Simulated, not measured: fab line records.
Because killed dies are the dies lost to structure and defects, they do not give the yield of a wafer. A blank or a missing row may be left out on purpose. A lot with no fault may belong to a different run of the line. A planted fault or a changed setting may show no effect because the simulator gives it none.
A lot that was struck, set against a sound lot    flow n5_finfet    15 out of 1938 route steps
Sound: these wafers, L895.1, L895.2, L895.6. Wafers struck: L904.1, L904.3, L904.6. The cause is named last.
Per side, at each step with rows, come the tool, then ch with its chambers, and then its first start. Under that, the readings that differ: sound wafers    struck wafers    difference of the means    sigmas: that difference in standard deviations of wafers without a fault.
alike: a reading whose means differ by less than 2 such deviations, as well as words and numbers matching on both sides. not compared: withheld readings; readings where some wafer has no value; bounds like >300 that might hide an equal value; numbers whose values overlap and for which the record gives no deviation.
Wherever a step has rows on one side only, a row that says differs or no value, or a row with sigmas, the two part there. Numbers that don't overlap but have no deviation are shown without sigmas and don't part them. A reading missing from all wafers of one side parts the sides only when that side holds two or more wafers.

first, 6 steps without rows for these wafers: N5_BEOL_M2_COAT_22 (resist thk 30 nm); N5_BEOL_M2_EBR_24; N5_BEOL_M2_SOFTBAKE_23 (time 60 s); N5_BEOL_M2_EXPOSE_25 (exposes mask V1, defocus 5 nm); N5_BEOL_M2_PEB_26 (peb time 60 s); N5_BEOL_M2_DEVELOP_27 (develop time 30 s).
N5_BEOL_M2_CD_MEAS_28: target cd 26.2 nm, target cd y 24.1 nm.
  sound on cd_sem-02 ch 0, day 8 15:31; struck on cd_sem-02 ch 0, day 10 02:43
  alike: cd_nm
N5_BEOL_M2_OVL_MEAS_29:
  sound on overlay-02 ch 0, day 8 15:32; struck on overlay-01 ch 0, day 10 02:44
  alike: V1_OVL
N5_BEOL_M2_INSPECT_30: inspects for defects (brightfield).
  struck on defect_inspect-02, day 10 02:48; sound on defect_inspect-01, day 8 15:36
  alike: raw_defect_count
N5_BEOL_M2_DESCUM_33: chemistry O2, time 7 s.
  sound on rie_diel-06 ch 0,2, day 8 15:39; struck on rie_diel-02 ch 2,3, day 10 02:50
  alike: drypump_motor_current_A, oes_product_au, rf_vpp_V, showerhead_plenum_p_Torr, temp_c, throttle_valve_pct
  not compared: rf_hours_counter_h
N5_BEOL_M2_ETCH_77: etches underlayer in N2/H2, target depth 6.5 nm, time 5.2 s.
  sound on rie_diel-06 ch 0,2, day 8 15:41; struck on rie_diel-02 ch 2,3, day 10 02:52
reading                sound           struck          difference  sigmas
etch_rf_on_time_s (s)  5.24 5.49 5.47  5.05 5.26 5.03  -0.29       -2
  alike: drypump_motor_current_A, oes_product_au, rf_vpp_V, showerhead_plenum_p_Torr, throttle_valve_pct
  not compared: rf_hours_counter_h
N5_BEOL_M2_ETCH_69: etches SiARC in CF4, target depth 15.6 nm, time 26 s.
  sound on rie_diel-06 ch 0,2, day 8 15:42; struck on rie_diel-02 ch 2,3, day 10 02:53
  alike: drypump_motor_current_A, etch_rf_on_time_s, oes_product_au, rf_vpp_V, showerhead_plenum_p_Torr, throttle_valve_pct
  not compared: rf_hours_counter_h
N5_BEOL_M2_ALD_98: deposits SiO2, target thk 2.5 nm, pulse time 1 s, co reactant pulse time 1 s.
  sound on ald_sin-02 ch 1,3, day 8 15:59; struck on ald_sin-02 ch 1,2,3, day 10 03:03
reading                                   sound        struck    difference  sigmas
ald_cycles                                17 17 17     20 20 20  +3          
model.SiO2_of_BEOL_M2_ALD_98.thk_nm (nm)  2.4 2.4 2.4  3 3 3     +1          
  alike: heater_power_w, precursor_pulse_height_rel
N5_BEOL_M2_ETCHBACK_99: etches SiO2 in CHF3, target depth 5 nm, time 10.4 s.
  sound on rie_diel-06 ch 0,1,2, day 8 20:52; struck on rie_diel-03 ch 1,2, day 10 12:47
  alike: drypump_motor_current_A, oes_product_au, rf_vpp_V, showerhead_plenum_p_Torr, throttle_valve_pct
  not compared: rf_hours_counter_h
N5_BEOL_M4_RC_MEAS_101:
  sound on prober-02 ch 0, day 9 22:19; struck on prober-01 ch 0, day 11 16:34
reading        sound           struck          difference  sigmas
DIBL_N (mV/V)  40.1 38.9 39.9  36.9 33.3 36.2  -4.2        -2
DIBL_P (mV/V)  40.3 38.8 39.2  35.6 33.0 34.9  -4.9        -2
  alike: IOFF_N, IOFF_P, ION_N, ION_P, SS_N, SS_P, VT_N, VT_P

WHERE THEY PART
First at N5_BEOL_M2_ETCH_77; last, within this record, at N5_BEOL_M4_RC_MEAS_101.

WHY: the cause the simulator had injected
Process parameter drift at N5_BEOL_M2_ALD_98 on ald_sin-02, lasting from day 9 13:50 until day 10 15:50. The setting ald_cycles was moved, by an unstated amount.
